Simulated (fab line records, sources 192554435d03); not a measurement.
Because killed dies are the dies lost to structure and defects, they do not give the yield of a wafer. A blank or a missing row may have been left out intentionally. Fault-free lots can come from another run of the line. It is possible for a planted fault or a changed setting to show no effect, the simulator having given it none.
Which of the tools did it? + flow n5 finfet + 33 wafers from 11 lots sampled at 2 of the route's 1938 steps

## WHAT EACH GAUGE READ, for each wafer
N5_PASSIVATION_CD_MEAS_10: the cd target is 3000 nm.
| lot  | measured     | on        | cd nm (nm)     |
|------|--------------|-----------|----------------|
| L255 | day 11 17:25 | cd sem-01 | 2994 2994 3001 |
| L257 | day 12 05:03 | cd sem-02 | 2997 2996 2998 |
| L259 | day 12 20:56 | cd sem-03 | 2999 3005 3003 |
| L258 | day 13 01:12 | cd sem-02 | 3003 2997 2994 |
| L261 | day 14 00:56 | cd sem-01 | 3001 3002 3000 |
| L264 | day 14 06:39 | cd sem-02 | 3001 2995 2999 |
| L265 | day 14 18:02 | cd sem-01 | 3001 3003 3004 |
| L269 | day 15 13:13 | cd sem-02 | 3005 3000 3008 |
| L268 | day 15 16:39 | cd sem-03 | 2999 3000 2998 |
| L278 | day 17 12:56 | cd sem-02 | 3003 3007 3004 |
| L277 | day 17 17:04 | cd sem-02 | 2995 2996 3000 |

## WHAT TOOL EACH LOT RAN ON (gives the tool, then ch and the chambers of the sampled wafers, and finally the start)
| lot  | N5_BEOL_M12_PRECLEAN_39             |
|------|-------------------------------------|
| L255 | wet bench-06 ch 4,6,7, day 10 14:23 |
| L257 | wet bench-03 ch 0,1,2, day 10 18:46 |
| L259 | wet bench-06 ch 0,3,4, day 11 18:12 |
| L258 | wet bench-06 ch 5,6,7, day 12 01:49 |
| L261 | wet bench-06 ch 2,3,7, day 12 22:40 |
| L264 | wet bench-03 ch 2,3,7, day 12 23:03 |
| L265 | wet bench-04 ch 1,5,7, day 13 14:49 |
| L269 | wet bench-06 ch 3,4,6, day 14 08:32 |
| L268 | wet bench-06 ch 1,4,5, day 14 13:43 |
| L278 | wet bench-04 ch 2,3,4, day 16 08:40 |
| L277 | wet bench-03 ch 0,1,5, day 16 11:37 |
- N5_BEOL_M12_PRECLEAN_39: cleans in residue remover, time 60 s.

## THE ANSWER, worked out from the rows above alone
Rule: the usual values come from the lots themselves. The widest of any qualifying gaps counts: lots, ordered by their means at a reading, are off when they make up no more than a third of the lots, leave a main group of 4 or more, and stand apart from it by 3 or more times the standard deviation of that group's means. A main group whose means are all the same, to the digits that the tables above print for the reading, isn't used. Also off: a lot with no number at a reading for which 4 or more lots have one. The other lots that the step has rows for count as sound.
Across all readings shown, no lot is off: no conclusion can be drawn from this.

## WHAT THE SIMULATOR PUT IN
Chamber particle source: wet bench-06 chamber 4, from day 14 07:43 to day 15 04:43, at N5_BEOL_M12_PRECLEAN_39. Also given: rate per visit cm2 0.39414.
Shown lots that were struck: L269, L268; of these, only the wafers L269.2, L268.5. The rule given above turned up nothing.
